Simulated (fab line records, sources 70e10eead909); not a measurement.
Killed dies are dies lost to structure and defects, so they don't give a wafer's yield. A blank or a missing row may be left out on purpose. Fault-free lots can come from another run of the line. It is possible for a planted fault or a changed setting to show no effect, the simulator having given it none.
Chamber matching + flow nand harc + NHARC_A_CONTACT_ETCH_106 on rie diel-04: 4 sister chambers
The step etches the open film in CF4/O2, target depth 90 nm, overetch 9 nm, time 49.5 s. 16 wafers are shown with their chamber, then 8 later ones without.

EACH WAFER AND ITS CHAMBER
| wafer  | chamber | showerhead plenum p Torr (Torr) | rf vpp V (V) | oes product au (a.u.) |
|--------|---------|---------------------------------|--------------|-----------------------|
| L804.2 | 0       | 1.26                            | 195.6        | 0.996                 |
| L804.4 | 1       | 1.30                            | 198.1        | 0.990                 |
| L804.5 | 2       | 1.37                            | 198.0        | 1.016                 |
| L805.1 | 2       | 1.37                            | 198.7        | 0.985                 |
| L805.2 | 0       | 1.26                            | 196.7        | 0.999                 |
| L805.6 | 1       | 1.30                            | 196.9        | 1.000                 |
| L809.2 | 2       | 1.37                            | 198.7        | 0.993                 |
| L809.4 | 1       | 1.30                            | 197.2        | 0.988                 |
| L809.5 | 1       | 1.30                            | 197.4        | 0.995                 |
| L810.2 | 1       | 1.30                            | 197.4        | 0.998                 |
| L810.4 | 3       | 1.36                            | 197.6        | 1.019                 |
| L810.5 | 0       | 1.25                            | 196.3        | 1.001                 |
| L812.2 | 1       | 1.30                            | 197.0        | 0.999                 |
| L812.3 | 3       | 1.35                            | 198.3        | 1.012                 |
| L812.4 | 0       | 1.25                            | 196.9        | 1.002                 |
| L819.4 | 3       | 1.35                            | 198.1        | 1.006                 |

SIGNATURES, as means of the wafers listed above
| reading                  | chamber 0 | chamber 1 | chamber 2 | chamber 3 | scatter within a chamber |
|--------------------------|-----------|-----------|-----------|-----------|--------------------------|
| showerhead plenum p Torr | 1.2550    | 1.3000    | 1.3700    | 1.3533    | 0.00373                  |
| rf vpp V                 | 196.375   | 197.333   | 198.467   | 198.000   | 0.455                    |
| oes product au           | 0.99950   | 0.99500   | 0.99800   | 1.01233   | 0.00789                  |
Rule: a wafer's distance from a chamber is the root of the sum, over the readings, of the square of ((its reading less the chamber's mean) divided by the reading's scatter). If the next closest chamber is less than 2 further off than the closest, the wafer can't be placed; otherwise it belongs to the closest. The scatter: take each reading less its chamber's mean, square it, sum over the shown wafers, divide by the number of wafers less the number of chambers, and take the root.

WAFERS WITHOUT THEIR CHAMBER
| wafer  | showerhead plenum p Torr (Torr) | rf vpp V (V) | oes product au (a.u.) |
|--------|---------------------------------|--------------|-----------------------|
| L819.5 | 1.25                            | 197.2        | 1.011                 |
| L819.6 | 1.35                            | 198.3        | 1.017                 |
| L825.2 | 1.25                            | 196.2        | 1.009                 |
| L825.4 | 1.35                            | 198.6        | 1.015                 |
| L825.5 | 1.29                            | 197.0        | 0.997                 |
| L826.1 | 1.35                            | 198.1        | 0.999                 |
| L826.2 | 1.29                            | 196.7        | 0.979                 |
| L826.5 | 1.35                            | 197.1        | 1.015                 |

WHICH CHAMBER EACH WENT THROUGH
| wafer  | from the rows above | in truth |
|--------|---------------------|----------|
| L819.5 | 0                   | 0        |
| L819.6 | 3                   | 3        |
| L825.2 | 0                   | 0        |
| L825.4 | 3                   | 3        |
| L825.5 | 1                   | 1        |
| L826.1 | 3                   | 3        |
| L826.2 | 1                   | 1        |
| L826.5 | 3                   | 3        |
Correctly placed: 8 of 8. Left unplaced by these rows: 0. 0 placed wrongly.
